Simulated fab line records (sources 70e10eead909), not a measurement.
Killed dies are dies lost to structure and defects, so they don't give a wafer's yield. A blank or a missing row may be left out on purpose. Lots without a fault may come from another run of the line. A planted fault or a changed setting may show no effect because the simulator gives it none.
fab line records	flow nand-harc
[record] lots = 11	wafers = 33	last-day = 34
route steps=1302 shown P_STI@100 P_GATE@156 END@1302
lots with no fault: from the same line, run without faults
start-h: start of the lot's first displayed wafer, in hours after the record's first day	wait-h: hours from the lot's prior step to this one	" identical to the entry in the row above	L1.1+2: a single row standing in for several wafers	- either no value or no given start	* or withheld: withheld	< > ~ a bound
route shown NAME@n: names a module that has steps shown in the file, with the first one's number in the route	usual: mean/standard deviation taken from wafers without a fault	same: alike in all rows	chamber/n: place in a boat	sites: per-site readings	_std_site: how widely they spread, as a standard deviation	_edge_site: mean of outer sites minus mean of inner sites	radius-mm: for every site, how far away it sits from the centre of the wafer	mask NAME#n: copy n	behind: tool/chamber where the wafer was last shaped	hold: why the lot was held/for how many hours/how that ended	device: which transistor (n, p or np) failed to switch	end of line: the route-end tests of the same wafers	where a step has no rows: the recipe by itself	killed: at the first sort, the dies lost to defects and structure; wafer yield is something else	map: the dies of a wafer, with x for killed, . for not killed, _ for no die there
set.NAME: the run value of the setting; set.NAME@STEP: its run value at that earlier step	model.NAME: the simulator's own value behind a step, which no gauge read
route steps across a sampled set of lots; one table per step, one row per wafer
services: the hour from which a tool's chamber was out of use, counted from the record's first day as start-h (under 0 if before that day), plus the number of hours and why
[[steps]]
[step NHARC_P_STI_CMP_21]
[recipe] t-overpolish-s = 20	target-thk-nm = 380.67
[usual] motor-current-A = 11.8/1.4	overpolish-run-s = 20.001/0.0087
lot.wafer	tool	chamber	start-h	wait-h	motor-current-A	overpolish-run-s
L219.1	cmp-02	0	73.70	0.4	11.8	20.013
L219.2	"	3	"	"	10.0	20.014
L219.6	"	0	"	"	12.3	20.010
L221.1	cmp-03	1	97.69	0.4	11.5	20.004
L221.3	"	2	"	"	10.7	20.003
L221.2	"	3	"	"	10.6	20.005
L222.2	cmp-02	0	102.29	0.4	12.2	20.001
L222.1	"	3	"	"	9.7	19.999
L222.6	"	0	"	"	12.1	20.002
L224.3	cmp-04	2	123.40	0.4	13.0	19.997
L224.4	"	3	"	"	11.1	20.006
L224.2	"	0	"	"	12.7	20.007
L225.4	cmp-02	0	131.57	0.4	11.9	20.000
L225.1	"	1	"	"	11.0	20.000
L225.2	"	2	"	"	15.9	19.997
L235.3	cmp-03	2	234.97	0.4	11.6	20.024
L235.4	"	3	"	"	10.8	20.003
L235.1	"	0	"	"	11.6	19.978
L236.3	cmp-04	0	249.10	0.4	13.2	19.993
L236.1	"	1	"	"	12.0	19.999
L236.4	"	3	"	"	11.4	19.999
L237.4	cmp-04	3	259.29	0.4	11.4	20.002
L237.2	"	0	"	"	12.9	20.002
L237.5	"	2	"	"	13.3	19.993
L238.1	cmp-04	0	267.04	0.4	13.1	19.990
L238.4	"	2	"	"	13.2	19.992
L238.3	"	3	"	"	11.0	20.000
L240.4	cmp-02	0	283.09	0.4	12.6	19.992
L240.1	"	2	"	"	16.1	19.996
L240.3	"	3	"	"	9.8	19.991
L241.3	cmp-03	2	295.21	0.4	11.0	19.992
L241.4	"	3	"	"	11.0	20.005
L241.6	"	2	"	"	10.5	19.994
[step NHARC_P_GATE_ETCHBACK_37]
[recipe] target-depth-a = 345	time-s = 17.2	chf3-flow-sccm = 50	o2-flow-sccm = 10	ar-flow-sccm = 200	rf-w = 500	bias-w = 200	chemistry = CHF3/O2
[usual] drypump-motor-current-A = 5.6/0.38	oes-product-au = 0.939/0.03	rf-vpp-V = 371.9/2.4	showerhead-plenum-p-Torr = 2.46/0.11	throttle-valve-pct = 20.572/0.0096
lot.wafer	tool	chamber	start-h	wait-h	drypump-motor-current-A	oes-product-au	rf-hours-counter-h	rf-vpp-V	showerhead-plenum-p-Torr	throttle-valve-pct
L219.1	rie-diel-11	1	-	-	5.9	0.967	2	372.9	2.54	20.577
L219.2	"	2	"	"	5.1	0.957	3	373.7	2.58	20.569
L219.6	"	2	"	"	5.1	0.965	-	373.3	2.58	20.559
L221.3	rie-diel-03	3	-	-	5.7	0.913	0	373.9	2.58	20.571
L221.1	"	0	"	"	6.3	0.931	0	369.1	2.31	20.563
L221.2	"	1	"	"	5.4	0.942	0	370.7	2.45	20.573
L222.1	rie-diel-11	0	-	-	5.8	1.001	5	368.3	2.33	20.578
L222.2	"	1	"	"	5.9	0.994	5	373.9	2.54	20.574
L222.6	"	3	"	"	5.5	1.008	-	369.3	2.33	20.571
L224.2	rie-diel-03	0	-	-	6.4	0.918	1	369.2	2.31	20.553
L224.3	"	2	"	"	5.4	0.906	2	370.5	2.35	20.571
L224.4	"	2	"	"	5.4	0.919	-	369.2	2.35	20.577
L225.2	rie-diel-03	0	-	-	6.4	0.922	1	369.0	2.31	20.580
L225.1	"	2	"	"	5.4	0.905	2	371.2	2.35	20.558
L225.4	"	3	"	"	5.7	0.902	-	374.5	2.58	20.565
L235.3	rie-diel-11	2	-	-	5.1	0.932	1	374.6	2.57	20.577
L235.1	"	3	"	"	5.5	0.949	1	370.3	2.33	20.568
L235.4	"	0	"	"	5.8	0.951	1	368.3	2.33	20.569
L236.4	rie-diel-06	3	-	-	5.6	0.922	9	374.0	2.56	20.566
L236.3	"	0	"	"	5.1	0.933	8	372.6	2.48	20.580
L236.1	"	1	"	"	6.0	0.926	8	373.5	2.55	20.566
L237.2	rie-diel-03	3	-	-	5.7	0.994	2	374.2	2.58	20.567
L237.4	"	1	"	"	5.4	0.992	2	371.4	2.45	20.568
L237.5	"	0	"	"	6.4	1.000	-	368.4	2.31	20.570
L238.1	rie-diel-11	0	-	-	5.8	0.919	2	368.5	2.33	20.586
L238.3	"	1	"	"	5.9	0.921	2	373.2	2.53	20.553
L238.4	"	3	"	"	5.5	0.925	3	368.9	2.33	20.562
L240.3	rie-diel-03	1	-	-	5.4	0.923	2	372.5	2.45	20.568
L240.4	"	2	"	"	5.4	0.911	2	369.9	2.35	20.565
L240.1	"	3	"	"	5.7	0.915	2	374.2	2.58	20.583
L241.4	rie-diel-11	0	-	-	5.8	0.928	4	371.0	2.33	20.578
L241.3	"	1	"	"	5.9	0.927	4	374.1	2.53	20.580
L241.6	"	3	"	"	5.5	0.940	-	366.0	2.33	20.580
[step NHARC_P_GATE_EXPOSE_43]
[recipe] na = 0.6	target-cd-nm = 720	dose-mj = 14.81	mask-id = P_NSD
[usual] exposure-dose-mJ-cm2 = 14.812/0.015
lot.wafer	tool	chamber	start-h	wait-h	mask	exposure-dose-mJ-cm2
L219.1	krf-scanner-01	0	116.86	-	P_NSD#0	14.824
L219.2	"	0	"	"	P_NSD#0	14.834
L219.6	"	0	"	"	P_NSD#0	14.818
L221.1	krf-scanner-03	0	141.92	-	P_NSD#0	14.832
L221.2	"	0	"	"	P_NSD#0	14.785
L221.3	"	0	"	"	P_NSD#0	14.814
L222.1	krf-scanner-04	0	144.14	-	P_NSD#0	14.802
L222.2	"	0	"	"	P_NSD#0	14.797
L222.6	"	0	"	"	P_NSD#0	14.806
L224.2	krf-scanner-04	0	171.26	-	P_NSD#0	14.816
L224.3	"	0	"	"	P_NSD#0	14.826
L224.4	"	0	"	"	P_NSD#0	14.806
L225.1	krf-scanner-03	0	173.94	-	P_HVPW#0	14.828
L225.2	"	0	"	"	P_HVPW#0	14.833
L225.4	"	0	"	"	P_HVPW#0	14.823
L235.1	krf-scanner-01	0	279.53	-	P_NSD#0	14.819
L235.3	"	0	"	"	P_NSD#0	14.818
L235.4	"	0	"	"	P_NSD#0	14.807
L236.1	krf-scanner-01	0	296.56	-	P_NSD#0	14.785
L236.3	"	0	"	"	P_NSD#0	14.786
L236.4	"	0	"	"	P_NSD#0	14.796
L237.2	krf-scanner-01	0	307.93	-	P_NSD#0	14.825
L237.4	"	0	"	"	P_NSD#0	14.841
L237.5	"	0	"	"	P_NSD#0	14.817
L238.1	krf-scanner-01	0	311.17	-	P_NSD#0	14.825
L238.3	"	0	"	"	P_NSD#0	14.829
L238.4	"	0	"	"	P_NSD#0	14.813
L240.1	krf-scanner-01	0	327.08	-	P_NSD#0	14.836
L240.3	"	0	"	"	P_NSD#0	14.816
L240.4	"	0	"	"	P_NSD#0	14.821
L241.3	krf-scanner-03	0	341.52	-	P_NSD#0	14.799
L241.4	"	0	"	"	P_NSD#0	14.814
L241.6	"	0	"	"	P_NSD#0	14.786
[step NHARC_P_GATE_CD_MEAS_46]
[recipe] target-cd-nm = 720	landing-energy-ev = 500
[usual] cd-nm = 719.9/2
lot.wafer	tool	chamber	start-h	wait-h	cd-nm
L219.1	cd-sem-02	0	117.01	-	719.6
L219.2	"	0	"	"	718.3
L219.6	"	0	"	"	721.8
L221.1	cd-sem-02	0	142.07	-	719.0
L221.2	"	0	"	"	719.8
L221.3	"	0	"	"	717.4
L222.1	cd-sem-01	0	144.30	-	721.5
L222.2	"	0	"	"	719.8
L222.6	"	0	"	"	717.3
L224.2	cd-sem-02	0	171.42	-	715.5
L224.3	"	0	"	"	718.9
L224.4	"	0	"	"	718.8
L225.1	cd-sem-02	0	174.09	-	-
L225.2	"	0	"	"	-
L225.4	"	0	"	"	-
L235.1	cd-sem-02	0	279.68	-	721.5
L235.3	"	0	"	"	719.2
L235.4	"	0	"	"	719.3
L236.1	cd-sem-03	0	296.72	-	725.9
L236.3	"	0	"	"	720.7
L236.4	"	0	"	"	719.7
L237.2	cd-sem-01	0	308.08	-	723.3
L237.4	"	0	"	"	720.1
L237.5	"	0	"	"	721.2
L238.1	cd-sem-03	0	311.33	-	717.5
L238.3	"	0	"	"	719.5
L238.4	"	0	"	"	716.2
L240.1	cd-sem-01	0	327.24	-	718.6
L240.3	"	0	"	"	718.6
L240.4	"	0	"	"	719.3
L241.3	cd-sem-01	0	341.67	-	719.5
L241.4	"	0	"	"	723.5
L241.6	"	0	"	"	722.7
[step NHARC_P_GATE_DESCUM_48]
[recipe] time-s = 3	o2-flow-sccm = 200	ar-flow-sccm = 0	bias-power-w = 0	chemistry = O2
[usual] drypump-motor-current-A = 5.6/0.39	oes-product-au = 1.000/0.011	rf-vpp-V = 57.9/0.99	showerhead-plenum-p-Torr = 1.96/0.083	throttle-valve-pct = 11.312/0.0088
lot.wafer	tool	chamber	start-h	wait-h	drypump-motor-current-A	oes-product-au	rf-hours-counter-h	rf-vpp-V	showerhead-plenum-p-Torr	throttle-valve-pct
L219.1	rie-diel-03	1	117.17	-	5.4	1.009	0	59.9	1.96	11.314
L219.2	"	2	"	"	5.4	0.974	0	56.0	1.87	11.304
L219.6	"	1	"	"	5.4	1.007	-	57.2	1.96	11.311
L221.2	rie-diel-06	0	142.23	-	5.1	1.009	0	57.5	1.98	11.309
L221.3	"	2	"	"	5.4	0.997	0	58.8	2.01	11.308
L221.1	"	3	"	"	5.6	0.999	0	58.0	2.05	11.309
L222.1	rie-diel-03	1	144.46	-	5.4	1.012	0	57.7	1.96	11.309
L222.2	"	2	"	"	5.4	0.981	0	57.1	1.87	11.309
L222.6	"	2	"	"	5.5	0.977	-	56.9	1.87	11.309
L224.3	rie-diel-06	3	171.59	-	5.6	1.020	3	58.8	2.05	11.321
L224.4	"	0	"	"	5.0	1.007	3	59.1	1.98	11.310
L224.2	"	1	"	"	6.0	0.995	3	59.5	2.04	11.313
L225.2	rie-diel-03	3	174.27	-	5.7	0.982	1	57.7	2.06	11.313
L225.1	"	0	"	"	6.4	0.985	1	56.3	1.84	11.315
L225.4	"	3	"	"	5.7	0.976	-	58.1	2.06	11.312
L235.3	rie-diel-03	1	279.86	-	5.4	1.017	6	57.8	1.95	11.314
L235.1	"	2	"	"	5.4	0.995	6	56.8	1.87	11.294
L235.4	"	3	"	"	5.7	0.994	7	59.8	2.06	11.315
L236.4	rie-diel-03	2	296.88	-	5.4	0.987	1	57.2	1.87	11.313
L236.3	"	3	"	"	5.7	0.988	1	59.0	2.06	11.339
L236.1	"	0	"	"	6.3	1.003	1	55.5	1.84	11.301
L237.2	rie-diel-03	2	308.24	-	5.4	0.996	1	58.7	1.87	11.313
L237.4	"	0	"	"	6.4	1.016	2	56.2	1.84	11.320
L237.5	"	3	"	"	5.6	0.994	-	57.1	2.06	11.312
L238.4	rie-diel-11	1	311.49	-	5.9	0.997	2	58.7	2.02	11.320
L238.1	"	2	"	"	5.1	0.994	3	59.0	2.05	11.310
L238.3	"	0	"	"	5.8	0.998	2	55.4	1.85	11.313
L240.4	rie-diel-03	0	327.40	-	6.4	0.997	2	56.4	1.84	11.322
L240.1	"	1	"	"	5.4	1.001	2	59.6	1.95	11.314
L240.3	"	3	"	"	5.7	0.985	2	58.4	2.06	11.314
L241.4	rie-diel-11	2	341.85	-	5.1	0.984	5	58.9	2.05	11.302
L241.3	"	3	"	"	5.4	1.006	5	57.5	1.85	11.313
L241.6	"	0	"	"	5.8	0.996	-	57.9	1.85	11.310
[step NHARC_END_SORT_01]
[recipe] temp-c = 25
[usual] killed-at-array = 49/19	killed-at-other = 0.9/1.1	killed-at-periphery = 4.0/2.7	killed-dies = 54/19	killed-open = 3.3/1.8	killed-short = 2.6/1.6
[same] gross-dies = 677
lot.wafer	tool	chamber	start-h	wait-h	killed-at-array	killed-at-other	killed-at-periphery	killed-dies	killed-open	killed-short
L225.1	prober-01	0	607.23	2.5	86	0	591	677	4	4
L225.2	prober-01	0	608.03	2.8	65	1	611	677	1	3
L225.4	prober-01	0	609.65	3.4	85	0	592	677	2	5
// killed by level:class
L225.1 P_GATE:area-expose=586 A_CHANNEL_HOLE_D2:chamber-film-flake=28 A_CHANNEL_HOLE_D1:chamber-film-flake=25 A_SLIT:chamber-film-flake=18 A_CONTACT:chamber-film-flake=6 P_ZERO_WELL:chamber-film-flake=4 A_CHANNEL_FILL_D2:geometric-particle:open=2 A_ONON_D1:geometric-particle:open=1
L225.2 P_GATE:area-expose=611 A_SLIT:chamber-film-flake=30 A_CHANNEL_HOLE_D1:chamber-film-flake=13 A_CHANNEL_HOLE_D2:chamber-film-flake=12 A_CONTACT:chamber-film-flake=7 A_DECK1_JOINT:geometric-particle:short=1 A_M0:geometric-particle:short=1 A_M1:geometric-particle:open=1
L225.4 P_GATE:area-expose=589 A_CHANNEL_HOLE_D1:chamber-film-flake=33 A_SLIT:chamber-film-flake=26 A_CHANNEL_HOLE_D2:chamber-film-flake=15 A_CONTACT:chamber-film-flake=5 P_ZERO_WELL:chamber-film-flake=2 P_M1:geometric-particle:short=1 A_SOURCE_PLATE:geometric-particle:short=1
[[services]]
tool	chamber	start-h	hours	kind
rie-diel-11	-	78.50	9.0	pm
cmp-04	-	96.39	1.5	repair
rie-diel-03	-	104.31	9.0	pm
cmp-04	-	112.84	4.0	pm
cmp-02	-	134.50	4.0	pm
krf-scanner-01	-	140.02	4.0	pm
rie-diel-11	2	147.25	22.2	repair
rie-diel-03	1	155.32	20.9	repair
cmp-02	-	178.11	2.7	repair
cmp-04	-	179.16	0.3	repair
cmp-02	-	208.11	1.2	repair
cmp-04	-	210.84	4.0	pm
rie-diel-11	-	212.22	1.4	repair
rie-diel-03	2	219.51	15.7	repair
rie-diel-03	-	219.99	0.7	repair
cmp-02	-	232.51	4.0	pm
rie-diel-11	0	242.51	3.7	repair
cmp-02	-	252.66	3.2	repair
rie-diel-11	-	255.50	9.0	pm
cmp-04	-	281.22	16.5	repair
rie-diel-03	-	281.31	9.0	pm
cmp-02	-	293.17	3.6	repair
cmp-04	-	308.84	4.0	pm
krf-scanner-01	-	312.02	4.0	pm
[[key]]
[first-sign] step = NHARC_P_GATE_EXPOSE_43	reading = mask	direction = changed
[effect] step = NHARC_P_GATE_CD_MEAS_46	reading = cd-nm	direction = missing
[effect] step = NHARC_END_SORT_01	reading = killed-at-periphery	direction = up	sigmas = 99+	usual = 4.0	struck = 598
[more-kills-born-at] NHARC_P_GATE_EXPOSE_43@krf-scanner-03 = 1786
met-at NHARC_P_GATE_EXPOSE_43
struck-lots L225
later-rows-left-out L225.1,L225.2,L225.4
tester-left-out L225
not-acting-at NHARC_P_STI_CMP_21,NHARC_P_GATE_ETCHBACK_37,NHARC_P_GATE_DESCUM_48
onset-between 141.92 173.94
[fault] kind = wrong-mask	tool = any	chamber = -	onset-h = 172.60	steps = NHARC_P_GATE_EXPOSE_43	aux-copy = P_HVPW#0	scope = struck-lots-only
// tester-left-out: of these lots the tester's yield and bins aren't shown, on N5 and GAA mostly nor the transistor test; their killed dies are dies lost to structure and defects alone, not to doping, threshold or leakage, so they don't give the yield
// later-rows-left-out: the simulator's readings of these wafers behind a module that went badly wrong aren't trusted and aren't shown, but for the sort
